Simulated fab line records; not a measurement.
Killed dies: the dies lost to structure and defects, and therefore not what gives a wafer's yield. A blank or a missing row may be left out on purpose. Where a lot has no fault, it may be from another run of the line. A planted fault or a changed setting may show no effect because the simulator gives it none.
Matching of chambers	flow n5_finfet	N5_BEOL_M2_STRIP_19 on rie_diel-05: 4 sister chambers
The step strips in O2. 14 wafers are shown with their chamber, then 7 later ones without.

## WAFERS WITH THEIR CHAMBER
wafer	chamber	drypump_motor_current_A (A)	showerhead_plenum_p_Torr (Torr)	throttle_valve_pct (%)
L075.3	3	5.3	2.04	16.72
L075.4	1	5.8	2.16	16.45
L075.6	3	5.3	2.04	16.71
L079.3	1	5.8	2.16	16.44
L079.4	2	5.9	2.04	16.80
L079.6	3	5.3	2.04	16.72
L089.2	2	5.8	2.04	16.83
L089.4	0	5.8	2.06	16.60
L089.6	0	5.8	2.06	16.59
L091.2	1	5.8	2.15	16.48
L091.4	0	5.8	2.05	16.61
L091.6	0	5.8	2.05	16.57
L093.3	3	5.3	2.03	16.78
L093.4	1	5.8	2.15	16.46

SIGNATURES, as means of the wafers listed above
reading	chamber 0	chamber 1	chamber 2	chamber 3	scatter within a chamber
drypump_motor_current_A	5.800	5.800	5.850	5.300	0.0224
showerhead_plenum_p_Torr	2.0550	2.1550	2.0400	2.0375	0.00524
throttle_valve_pct	16.5925	16.4575	16.8150	16.7325	0.023
Rule: a wafer lies at a distance from a chamber equal to the root of the sum of squares, over the readings, of (its reading less the chamber's mean, divided by the reading's scatter). The wafer belongs to the nearest chamber; if the next one is less than 2 further off, it can't be placed. The scatter is the square root of a quotient: the sum, over the shown wafers, of each reading's squared deviation from its chamber's mean, divided by wafers minus chambers.

## WAFERS WHOSE CHAMBER IS MISSING
wafer	drypump_motor_current_A (A)	showerhead_plenum_p_Torr (Torr)	throttle_valve_pct (%)
L093.5	5.8	2.05	16.62
L095.1	5.8	2.05	16.60
L095.2	5.3	2.03	16.77
L095.3	5.8	2.04	16.86
L095.4	5.9	2.15	16.49
L095.5	5.3	2.03	16.77
L095.6	5.8	2.05	16.62

## THE CHAMBER EACH PASSED THROUGH
wafer	from the rows above	in truth
L093.5	0	0
L095.1	0	0
L095.2	3	3
L095.3	2	2
L095.4	1	1
L095.5	3	3
L095.6	0	0
Correctly placed: 7 of 7. Number that these rows cannot place: 0. 0 placed wrongly.
